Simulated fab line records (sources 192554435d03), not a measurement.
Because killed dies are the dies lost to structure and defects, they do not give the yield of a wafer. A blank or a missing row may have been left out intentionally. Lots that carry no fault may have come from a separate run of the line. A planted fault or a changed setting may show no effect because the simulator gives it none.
Chamber matching    flow n5-finfet    N5_MOL_CONTACT_COAG_ALD_133 on ald-sin-02 has 4 sister chambers
The step deposits SiO2, target thk 5 nm, pulse time 1 s, co reactant pulse time 1 s. 4 wafers are shown with their chamber, then 12 later ones without.

== WAFERS PAIRED WITH THEIR CHAMBERS ==
wafer   chamber  heater-power-w (W)
L082.2  0        68
L089.5  2        93
L091.4  1        80
L091.5  3        90

== WAFERS WITH NO CHAMBER GIVEN ==
wafer   heater-power-w (W)
L092.1  91
L092.3  79
L092.5  68
L094.1  80
L094.2  92
L094.4  67
L095.2  67
L095.5  89
L095.6  68
L096.1  69
L096.2  90
L096.3  69

== THE CHAMBER EACH PASSED THROUGH ==
wafer   from the rows above      in truth
L092.1  can't be placed: 3 or 2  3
L092.3  1                        1
L092.5  0                        0
L094.1  1                        1
L094.2  can't be placed: 2 or 3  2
L094.4  0                        0
L095.2  0                        0
L095.5  3                        3
L095.6  0                        0
L096.1  0                        0
L096.2  3                        3
L096.3  0                        0
10 of 12 placed correctly. Cannot be placed on the basis of these rows: 2; the candidates contain the true chamber in 2. Placed wrongly: 0.
How it was worked out, from the rows above alone: a wafer's distance from a chamber is the root of the sum, over the readings, of the square of ((its reading less the chamber's mean) divided by the reading's scatter). If the next closest chamber is less than 2 further off than the closest, the wafer can't be placed; otherwise it belongs to the closest. A chamber's mean is the mean of its shown wafers. The scatter: root of mean squared gap, hidden wafer to nearest shown wafer, with one shown wafer a chamber.
